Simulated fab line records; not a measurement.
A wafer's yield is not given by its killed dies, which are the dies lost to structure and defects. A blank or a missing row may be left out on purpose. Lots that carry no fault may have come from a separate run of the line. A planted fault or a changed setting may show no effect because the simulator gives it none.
fab line records	flow nand-harc
[record] lots = 11	wafers = 33	last-day = 32
route steps=1302 shown P_STI@90 P_GATE@111 END@1302
lots with no fault: from the same line, run without faults
start-h: start of the lot's first displayed wafer, in hours after the record's first day	wait-h: hours elapsed since this lot's preceding step	" the same as in the row above	L1.1+2: several wafers, shown together as one row	- value missing, or start not given	* or withheld: withheld	< > ~ a bound
route shown NAME@n: a module of which the file shows steps, and the number in the route of the first	usual: mean and standard deviation over wafers with no fault	same: alike in all rows	chamber/n: place in a boat	sites: each site's reading	_std_site: their standard deviation	_edge_site: the outer-site mean with the inner-site mean subtracted	radius-mm: for every site, how far away it sits from the centre of the wafer	mask NAME#n: copy n	behind: the last tool/chamber to shape the wafer	hold: why the lot was held/for how many hours/how that ended	device: the transistor (n, p or np) that didn't switch	end of line: tests run on the same wafers once the route is complete	where a step has no rows: the recipe by itself	killed: not the wafer's yield, but the dies lost to structure and defects at the first sort	map: per-die view of a wafer (x killed, . not killed, _ where there is no die)
set.NAME: the setting the step ran with; set.NAME@STEP: the setting that earlier step ran with	model.NAME: the simulator's own value behind a step, which no gauge read
steps of the route over a sample of lots; a table a step, a row a wafer
services: a tool's chamber out of use, with start hour (start-h, from the record's first day; less than 0 if before it), hours out, and reason
[[steps]]
[step NHARC_P_STI_ETCH_15]
[recipe] target-depth-a = 3000	taper-deg = 4	time-s = 100.1	hbr-flow-sccm = 150	cl2-flow-sccm = 50	rf-w = 400	icp-w = 400	bias-w = 100	chemistry = HBr/Cl2
[usual] drypump-motor-current-A = 6.0/0.41	mfc-cl2-sccm = 49.98/0.15	oes-product-au = 1.001/0.0076	throttle-valve-pct = 26.405/0.0089
lot.wafer	tool	chamber	start-h	wait-h	drypump-motor-current-A	mfc-cl2-sccm	oes-product-au	rf-hours-counter-h	throttle-valve-pct
L518.4	rie-si-01	1	64.22	-	5.6	50.14	1.005	0.3	26.406
L518.2	"	0	"	"	6.7	50.13	1.006	0.3	26.408
L518.6	"	2	"	"	6.1	50.08	0.989	-	26.401
L519.1	rie-si-01	3	75.21	-	6.4	49.76	1.015	0.3	26.416
L519.5	"	0	"	"	6.7	50.10	1.013	-	26.416
L519.6	"	1	"	"	5.6	49.83	1.011	-	26.401
L520.1	rie-si-06	1	82.71	-	5.8	49.75	1.008	0.0	26.409
L520.4	"	0	"	"	5.5	49.89	1.001	0.0	26.406
L520.5	"	1	"	"	5.8	49.86	1.005	-	26.389
L521.1	rie-si-01	1	95.04	-	5.7	50.14	1.004	0.6	26.414
L521.3	"	2	"	"	6.1	49.93	1.012	0.5	26.395
L521.6	"	1	"	"	5.7	49.78	1.000	-	26.406
L522.2	rie-si-06	2	102.99	-	6.0	50.24	1.004	0.2	26.423
L522.1	"	3	"	"	6.2	50.10	1.008	0.2	26.417
L522.6	"	3	"	"	6.2	50.10	1.011	-	26.397
L531.4	rie-si-06	3	193.80	-	6.2	49.73	1.004	0.9	26.404
L531.3	"	1	"	"	5.8	49.83	1.013	0.4	26.403
L531.5	"	3	"	"	6.2	49.72	1.006	-	26.397
L532.1	rie-si-01	0	203.38	-	6.7	49.92	0.983	0.0	26.403
L532.5	"	1	"	"	5.7	50.13	0.986	-	26.412
L532.6	"	2	"	"	6.1	50.14	0.995	-	26.393
L533.1	rie-si-06	0	213.25	-	5.5	50.09	0.990	1.0	26.409
L533.3	"	2	"	"	6.0	50.17	1.002	1.2	26.395
L533.4	"	3	"	"	6.2	50.02	1.007	1.1	26.394
L534.2	rie-si-06	2	222.67	-	6.0	50.03	1.011	1.3	26.399
L534.1	"	3	"	"	6.2	50.16	0.997	1.2	26.410
L534.4	"	0	"	"	5.5	50.24	1.006	1.1	26.403
L535.3	rie-si-02	0	233.61	-	6.3	50.14	1.001	0.8	26.403
L535.4	"	1	"	"	4.9	50.06	1.000	0.8	26.391
L535.2	"	2	"	"	6.2	49.71	0.997	0.7	26.406
L536.3	rie-si-01	1	247.62	-	5.7	49.93	1.014	0.3	26.414
L536.6	"	2	"	"	6.1	49.89	1.000	-	26.403
L536.5	"	0	"	"	6.7	50.12	1.005	-	26.401
[step NHARC_P_GATE_PRECLEAN_70]
[recipe] time-s = *	temp-c = 50	bath-age-min = 0	chemistry = SC1
[usual] temp-c = 49.99/0.12
lot.wafer	tool	chamber	start-h	wait-h	temp-c
L518.4	wet-bench-02	0	92.24	0.1	50.08
L518.6	"	1	"	"	49.82
L518.2	"	3	"	"	49.95
L519.5	wet-bench-02	3	104.21	0.1	49.94
L519.6	"	4	"	"	50.09
L519.1	"	6	"	"	50.10
L520.1	wet-bench-05	2	108.66	0.1	49.87
L520.5	"	3	"	"	49.97
L520.4	"	5	"	"	50.18
L521.1	wet-bench-02	3	121.81	0.1	50.00
L521.3	"	4	"	"	49.95
L521.6	"	6	"	"	50.05
L522.1	wet-bench-02	7	130.76	0.1	49.94
L522.6	"	0	"	"	49.77
L522.2	"	1	"	"	50.01
L531.3	wet-bench-06	4	217.13	0.1	49.90
L531.4	"	7	"	"	50.11
L531.5	"	0	"	"	50.21
L532.5	wet-bench-02	4	231.43	0.1	50.00
L532.1	"	6	"	"	50.08
L532.6	"	7	"	"	50.04
L533.3	wet-bench-05	3	238.80	0.1	50.15
L533.4	"	4	"	"	50.00
L533.1	"	5	"	"	49.89
L534.2	wet-bench-06	2	249.47	0.1	49.92
L534.1	"	5	"	"	50.09
L534.4	"	7	"	"	50.04
L535.3	wet-bench-06	1	262.09	0.1	50.03
L535.2	"	3	"	"	49.91
L535.4	"	4	"	"	49.95
L536.5	wet-bench-06	4	275.82	0.1	49.96
L536.6	"	5	"	"	49.99
L536.3	"	6	"	"	50.07
[step NHARC_P_GATE_INSPECT_28]
[usual] raw-defect-count = 6.5/2.9
lot.wafer	tool	chamber	start-h	wait-h	raw-defect-count
L518.2	defect-inspect-01	-	118.08	0.0	4
L518.4	"	-	"	"	8
L518.6	"	-	"	"	6
L519.1	defect-inspect-01	-	127.62	0.0	7
L519.5	"	-	"	"	9
L519.6	"	-	"	"	7
L520.1	defect-inspect-01	-	131.36	0.0	10
L520.4	"	-	"	"	10
L520.5	"	-	"	"	5
L521.1	defect-inspect-02	-	149.75	0.0	452
L521.3	"	-	"	"	466
L521.6	"	-	"	"	486
L522.1	defect-inspect-01	-	155.81	0.0	463
L522.2	"	-	"	"	443
L522.6	"	-	"	"	445
L531.3	defect-inspect-02	-	239.52	0.0	2
L531.4	"	-	"	"	12
L531.5	"	-	"	"	10
L532.1	defect-inspect-02	-	256.65	0.0	12
L532.5	"	-	"	"	10
L532.6	"	-	"	"	9
L533.1	defect-inspect-02	-	263.25	0.0	4
L533.3	"	-	"	"	10
L533.4	"	-	"	"	10
L534.1	defect-inspect-01	-	274.72	0.0	7
L534.2	"	-	"	"	3
L534.4	"	-	"	"	8
L535.2	defect-inspect-01	-	284.21	0.0	5
L535.3	"	-	"	"	8
L535.4	"	-	"	"	7
L536.3	defect-inspect-01	-	298.18	0.0	11
L536.5	"	-	"	"	9
L536.6	"	-	"	"	5
[step NHARC_P_GATE_ETCH_32]
[recipe] target-depth-a = 1500	over-etch-frac = 1	over-etch-ion-energy-ev = 40	time-s = 100.1	hbr-flow-sccm = 150	cl2-flow-sccm = 50	rf-w = 400	icp-w = 400	bias-w = 100	chemistry = HBr/Cl2
[usual] drypump-motor-current-A = 5.8/0.6	mfc-cl2-sccm = 49.99/0.14	oes-product-au = 1.002/0.0063	throttle-valve-pct = 26.404/0.0095
lot.wafer	tool	chamber	start-h	wait-h	drypump-motor-current-A	mfc-cl2-sccm	oes-product-au	rf-hours-counter-h	throttle-valve-pct
L518.2	rie-si-05	1	118.60	-	6.3	49.79	1.007	1.06	26.418
L518.4	"	2	"	"	6.1	49.99	1.000	1.10	26.412
L518.6	"	2	"	"	6.1	49.76	1.006	-	26.399
L519.1	rie-si-04	0	128.13	-	6.7	49.90	1.004	0.80	26.412
L519.6	"	0	"	"	6.6	49.93	1.010	-	26.395
L519.5	"	1	"	"	6.5	49.86	1.007	-	26.404
L520.4	rie-si-04	3	131.88	-	6.2	50.16	1.001	0.98	26.411
L520.1	"	0	"	"	6.7	49.68	1.001	0.88	26.402
L520.5	"	0	"	"	6.6	49.88	1.002	-	26.387
L521.1	rie-si-04	2	150.28	-	5.1	49.90	0.999	0.95	26.402
L521.3	"	3	"	"	6.2	49.92	1.004	1.13	26.399
L521.6	"	1	"	"	6.5	49.87	1.001	-	26.399
L522.2	rie-si-03	3	156.36	-	5.4	50.09	0.995	0.51	26.402
L522.1	"	0	"	"	5.0	50.02	1.003	0.49	26.395
L522.6	"	2	"	"	5.8	49.94	1.005	-	26.427
L531.3	rie-si-05	3	240.05	-	5.2	50.02	0.991	0.52	26.384
L531.4	"	1	"	"	6.2	50.19	0.992	0.55	26.402
L531.5	"	0	"	"	6.4	50.21	1.009	-	26.415
L532.1	rie-si-04	3	257.21	-	6.2	49.95	1.006	0.45	26.393
L532.6	"	0	"	"	6.6	49.91	1.004	-	26.416
L532.5	"	1	"	"	6.4	49.79	1.007	-	26.413
L533.4	rie-si-04	0	263.77	-	6.6	49.84	1.010	0.54	26.393
L533.3	"	1	"	"	6.4	49.99	0.994	0.72	26.388
L533.1	"	3	"	"	6.2	49.89	0.988	0.49	26.398
L534.1	rie-si-03	3	275.40	-	5.4	49.90	1.002	0.25	26.408
L534.2	"	1	"	"	5.3	49.99	0.996	0.25	26.402
L534.4	"	2	"	"	5.8	50.12	1.011	0.22	26.409
L535.2	rie-si-03	0	284.73	-	4.9	49.87	1.008	0.38	26.392
L535.4	"	1	"	"	5.3	50.09	1.001	0.33	26.421
L535.3	"	3	"	"	5.3	49.96	1.002	0.36	26.385
L536.3	rie-si-03	1	298.71	-	5.3	50.31	0.990	0.47	26.407
L536.5	"	0	"	"	4.9	49.80	0.986	-	26.416
L536.6	"	1	"	"	5.3	50.02	0.993	-	26.410
[step NHARC_P_GATE_STRIP_108]
[recipe] o2-flow-sccm = 500	ar-flow-sccm = 0	bias-w = 0	chemistry = O2
[usual] drypump-motor-current-A = 5.7/0.42	oes-product-au = 0.999/0.0071	rf-vpp-V = 58.0/0.93	showerhead-plenum-p-Torr = 3.61/0.16	throttle-valve-pct = 17.035/0.0079
lot.wafer	tool	chamber	start-h	wait-h	drypump-motor-current-A	oes-product-au	rf-hours-counter-h	rf-vpp-V	showerhead-plenum-p-Torr	throttle-valve-pct
L518.2	rie-diel-05	0	118.76	-	6.1	0.997	2.8	57.3	3.41	17.038
L518.6	"	0	"	"	6.1	0.991	-	56.4	3.41	17.027
L518.4	"	1	"	"	6.5	0.986	-	57.4	3.76	17.028
L519.1	rie-diel-12	0	128.29	-	5.9	1.008	1.6	56.0	3.32	17.041
L519.6	"	0	"	"	5.8	1.011	-	56.9	3.32	17.034
L519.5	"	1	"	"	5.5	0.989	-	57.8	3.78	17.021
L520.4	rie-diel-05	2	132.04	-	5.6	0.991	3.6	57.3	3.48	17.025
L520.1	"	0	"	"	6.1	1.000	3.0	56.5	3.41	17.033
L520.5	"	3	"	"	6.0	0.998	-	57.7	3.62	17.045
L521.1	rie-diel-05	3	150.43	-	6.0	0.992	4.4	56.2	3.62	17.039
L521.3	"	1	"	"	6.5	1.003	4.6	57.8	3.76	17.026
L521.6	"	0	"	"	6.1	0.999	-	57.6	3.41	17.022
L522.1	rie-diel-05	0	156.52	-	6.1	1.002	4.2	59.0	3.41	17.033
L522.2	"	1	"	"	6.5	1.003	4.8	58.3	3.76	17.031
L522.6	"	2	"	"	5.6	1.007	-	57.6	3.48	17.036
L531.4	rie-diel-05	2	240.21	-	5.6	0.989	0.1	56.7	3.48	17.038
L531.3	"	3	"	"	6.0	0.998	0.1	59.5	3.62	17.051
L531.5	"	3	"	"	6.0	1.001	-	59.3	3.62	17.027
L532.1	rie-diel-05	2	257.36	-	5.6	1.000	0.3	57.9	3.48	17.026
L532.6	"	0	"	"	6.1	0.994	-	55.9	3.41	17.043
L532.5	"	1	"	"	6.5	1.001	-	59.0	3.76	17.045
L533.3	rie-diel-12	3	263.93	-	5.6	1.001	8.0	58.0	3.34	17.031
L533.4	"	0	"	"	5.8	0.999	8.0	56.7	3.31	17.024
L533.1	"	1	"	"	5.5	1.002	8.3	58.2	3.78	17.029
L534.1	rie-diel-01	3	275.56	-	5.5	1.005	4.0	57.8	3.73	17.046
L534.2	"	0	"	"	4.8	1.010	4.3	57.9	3.68	17.056
L534.4	"	1	"	"	5.9	0.999	4.0	59.0	3.75	17.035
L535.2	rie-diel-01	1	284.89	-	5.9	0.989	5.2	57.9	3.74	17.035
L535.4	"	2	"	"	5.3	0.984	4.8	57.3	3.75	17.036
L535.3	"	3	"	"	5.5	0.994	5.5	59.0	3.73	17.033
L536.3	rie-diel-01	2	298.91	-	5.3	1.004	5.5	59.0	3.75	17.038
L536.5	"	3	"	"	5.5	1.004	-	59.8	3.73	17.039
L536.6	"	0	"	"	4.8	1.007	-	58.5	3.67	17.035
[step NHARC_P_GATE_INSPECT_68]
[usual] raw-defect-count = 199/71
lot.wafer	tool	chamber	start-h	wait-h	raw-defect-count
L518.2	defect-inspect-02	-	136.51	0.1	209
L518.4	"	-	"	"	195
L518.6	"	-	"	"	173
L519.1	defect-inspect-01	-	146.10	0.2	137
L519.5	"	-	"	"	219
L519.6	"	-	"	"	130
L520.1	defect-inspect-01	-	149.66	0.2	196
L520.4	"	-	"	"	210
L520.5	"	-	"	"	279
L521.1	defect-inspect-01	-	168.04	0.2	561
L521.3	"	-	"	"	573
L521.6	"	-	"	"	617
L522.1	defect-inspect-02	-	174.32	0.2	553
L522.2	"	-	"	"	622
L522.6	"	-	"	"	556
L531.3	defect-inspect-02	-	258.77	0.1	227
L531.4	"	-	"	"	171
L531.5	"	-	"	"	235
L532.1	defect-inspect-02	-	274.83	0.2	221
L532.5	"	-	"	"	269
L532.6	"	-	"	"	343
L533.1	defect-inspect-01	-	281.54	0.2	214
L533.3	"	-	"	"	208
L533.4	"	-	"	"	210
L534.1	defect-inspect-02	-	293.10	0.2	102
L534.2	"	-	"	"	97
L534.4	"	-	"	"	146
L535.2	defect-inspect-02	-	302.55	0.1	126
L535.3	"	-	"	"	135
L535.4	"	-	"	"	125
L536.3	defect-inspect-01	-	316.36	0.1	204
L536.5	"	-	"	"	253
L536.6	"	-	"	"	193
[step NHARC_END_SORT_01]
[recipe] temp-c = 25
[usual] killed-at-array = 54/16	killed-at-other = 0.6/0.86	killed-at-periphery = 3.8/2.6	killed-dies = 58/16	killed-open = 3.3/1.8	killed-short = 2.7/1.7
[same] gross-dies = 677
lot.wafer	tool	chamber	start-h	wait-h	killed-at-array	killed-at-other	killed-at-periphery	killed-dies	killed-open	killed-short
L521.1	prober-01	0	602.42	2.5	74	0	33	107	7	5
L521.3	prober-01	0	604.01	3.1	80	0	32	112	6	6
L521.6	prober-01	0	606.41	4.0	55	0	63	118	1	4
L522.1	prober-02	0	602.46	2.5	71	1	78	150	3	6
L522.2	prober-02	0	603.25	2.8	81	0	84	165	2	2
L522.6	prober-02	0	606.40	3.9	60	0	48	108	8	2
// killed by level:class
L521.1 A_CHANNEL_HOLE_D1:chamber-film-flake=35 P_GATE:unspecified=27 A_SLIT:chamber-film-flake=10 A_CHANNEL_HOLE_D2:chamber-film-flake=7 P_M0:chamber-film-flake=6 A_STAIRCASE:chamber-film-flake=4 A_ONON_D1:geometric-particle:short=2 A_ONON_D1:geometric-particle:open=2
L522.1 P_GATE:unspecified=74 A_CHANNEL_HOLE_D2:chamber-film-flake=31 A_CHANNEL_HOLE_D1:chamber-film-flake=27 A_CHANNEL_FILL_D1:geometric-particle:short=3 A_STAIRCASE:chamber-film-flake=3 P_STI:geometric-particle:open=1 P_M2:geometric-particle:short=1 A_CHANNEL_FILL_D1:geometric-particle:open=1
L522.2 P_GATE:unspecified=82 A_CHANNEL_HOLE_D1:chamber-film-flake=36 A_CHANNEL_HOLE_D2:chamber-film-flake=33 A_STAIRCASE:chamber-film-flake=5 A_ONON_D1:geometric-particle:open=1 A_CHANNEL_FILL_D1:geometric-particle:open=1 A_CHANNEL_FILL_D1:geometric-particle:short=1 A_CONTACT:geometric-particle:short=1
L521.3 P_GATE:unspecified=30 A_CHANNEL_HOLE_D1:chamber-film-flake=30 A_SLIT:chamber-film-flake=15 A_CONTACT:chamber-film-flake=9 A_CHANNEL_HOLE_D2:chamber-film-flake=8 A_ONON_D2:geometric-particle:short=2 A_WL_FILL:geometric-particle:open=2 A_M0:geometric-particle:open=2
L522.6 P_GATE:unspecified=45 A_CHANNEL_HOLE_D1:chamber-film-flake=27 A_CHANNEL_HOLE_D2:chamber-film-flake=21 A_ONON_D2:geometric-particle:open=3 P_M0:geometric-particle:open=2 A_STAIRCASE:chamber-film-flake=2 A_ONON_D1:geometric-particle:short=1 A_CHANNEL_FILL_D1:geometric-particle:short=1
L521.6 P_GATE:unspecified=61 A_SLIT:chamber-film-flake=19 A_CHANNEL_HOLE_D1:chamber-film-flake=16 A_CHANNEL_HOLE_D2:chamber-film-flake=7 A_STAIRCASE:chamber-film-flake=5 P_M0:chamber-film-flake=2 A_CONTACT:chamber-film-flake=2 A_ONON_D1:geometric-particle:short=1
[[services]]
tool	chamber	start-h	hours	kind
rie-si-03	-	44.00	9.0	pm
rie-diel-05	-	52.60	9.0	pm
rie-si-01	0	57.68	1.0	repair
rie-si-03	0	67.63	2.8	repair
wet-bench-02	-	68.00	8.0	pm
rie-si-06	-	72.00	9.0	pm
rie-si-06	1	97.62	54.5	repair
rie-diel-05	3	109.15	12.5	repair
rie-diel-01	-	124.55	0.7	repair
rie-si-03	2	130.03	6.4	repair
wet-bench-06	-	155.21	0.8	repair
rie-diel-01	3	158.58	3.0	repair
rie-si-04	-	165.00	9.0	pm
rie-si-04	2	187.53	7.7	repair
rie-si-01	-	193.00	9.0	pm
wet-bench-06	-	193.60	8.0	pm
rie-diel-01	-	203.80	9.0	pm
rie-si-03	-	221.00	9.0	pm
rie-diel-05	-	229.60	9.0	pm
rie-si-06	2	241.70	7.7	repair
wet-bench-02	-	244.00	8.0	pm
rie-si-01	3	245.15	18.6	repair
rie-si-06	-	249.00	9.0	pm
rie-si-01	3	265.00	6.7	repair
[[key]]
[first-sign] step = NHARC_P_GATE_INSPECT_28	reading = raw-defect-count	direction = up	sigmas = 99+	usual = 6.5	struck = 459.2
[effect] step = NHARC_P_GATE_INSPECT_68	reading = raw-defect-count	direction = up	sigmas = 5.3	usual = 199	struck = 580
[effect] step = NHARC_END_SORT_01	reading = killed-at-periphery	direction = up	sigmas = 20	usual = 3.8	struck = 56.3
[more-kills-born-at] NHARC_P_GATE_PRECLEAN_70@wet-bench-02 = 319
met-at NHARC_P_GATE_PRECLEAN_70
struck-lots L521,L522
tester-left-out L521,L522
not-acting-at NHARC_P_STI_ETCH_15,NHARC_P_GATE_ETCH_32,NHARC_P_GATE_STRIP_108
onset-between 104.21 121.81
[fault] kind = chamber-particle-source	tool = wet-bench-02	chamber = -	onset-h = 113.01	steps = NHARC_P_GATE_PRECLEAN_70	rate-per-visit-cm2 = 0.71319	end-h = 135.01
// tester-left-out: of these lots the tester's yield and bins aren't shown, on N5 and GAA mostly nor the transistor test; their killed dies are dies lost to structure and defects alone, not to doping, threshold or leakage, so they don't give the yield
